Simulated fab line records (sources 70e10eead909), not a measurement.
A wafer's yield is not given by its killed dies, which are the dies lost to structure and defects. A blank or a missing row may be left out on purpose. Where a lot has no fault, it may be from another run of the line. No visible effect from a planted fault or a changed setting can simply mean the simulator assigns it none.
Matching of chambers	flow nand_harc	4 sister chambers for NHARC_A_CHANNEL_FILL_D1_ALD_25 on ald_hk-02
The step deposits SiOx, target thk 60 nm, pulse time 10 s, ald cycles 600. 8 wafers are shown with their chamber, then 8 later ones without.

EACH WAFER AND ITS CHAMBER
wafer	chamber	heater_power_w (W)	susceptor_temp_C (C)
L077.1	2	459	299.91
L083.4	0	423	300.05
L083.5	1	448	300.02
L083.6	2	480	299.85
L086.2	3	470	300.10
L086.5	0	432	299.92
L086.6	1	490	300.00
L087.1	3	444	299.84

WAFERS WHOSE CHAMBER IS MISSING
wafer	heater_power_w (W)	susceptor_temp_C (C)
L087.4	459	300.16
L087.6	477	300.11
L095.1	469	300.16
L095.5	428	300.11
L095.6	484	299.62
L096.3	465	299.99
L096.4	472	300.11
L096.6	422	299.84

EACH ONE'S CHAMBER
wafer	from the rows above	in truth
L087.4	can't be placed: 1 or 3 or 0 or 2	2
L087.6	can't be placed: 1 or 3 or 2 or 0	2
L095.1	can't be placed: 1 or 3 or 2 or 0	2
L095.5	can't be placed: 0 or 3 or 1 or 2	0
L095.6	can't be placed: 2 or 3 or 1 or 0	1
L096.3	can't be placed: 1 or 3 or 2 or 0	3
L096.4	can't be placed: 1 or 3 or 2 or 0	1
L096.6	can't be placed: 0 or 3 or 2 or 1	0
Placed correctly: 0 of 8. From these rows, 8 cannot be placed; in 8 the true chamber is one of the candidates. Number placed wrongly: 0.
How it was worked out, from the rows above alone: a wafer's distance from a chamber is the root of the sum, over the readings, of the square of ((its reading less the chamber's mean) divided by the reading's scatter). The wafer belongs to the nearest chamber; if the next one is less than 2 further off, it can't be placed. For every chamber, the mean is computed from those of its wafers that are shown. The scatter: take each reading less its chamber's mean, square it, sum over the shown wafers, divide by the number of wafers less the number of chambers, and take the root.
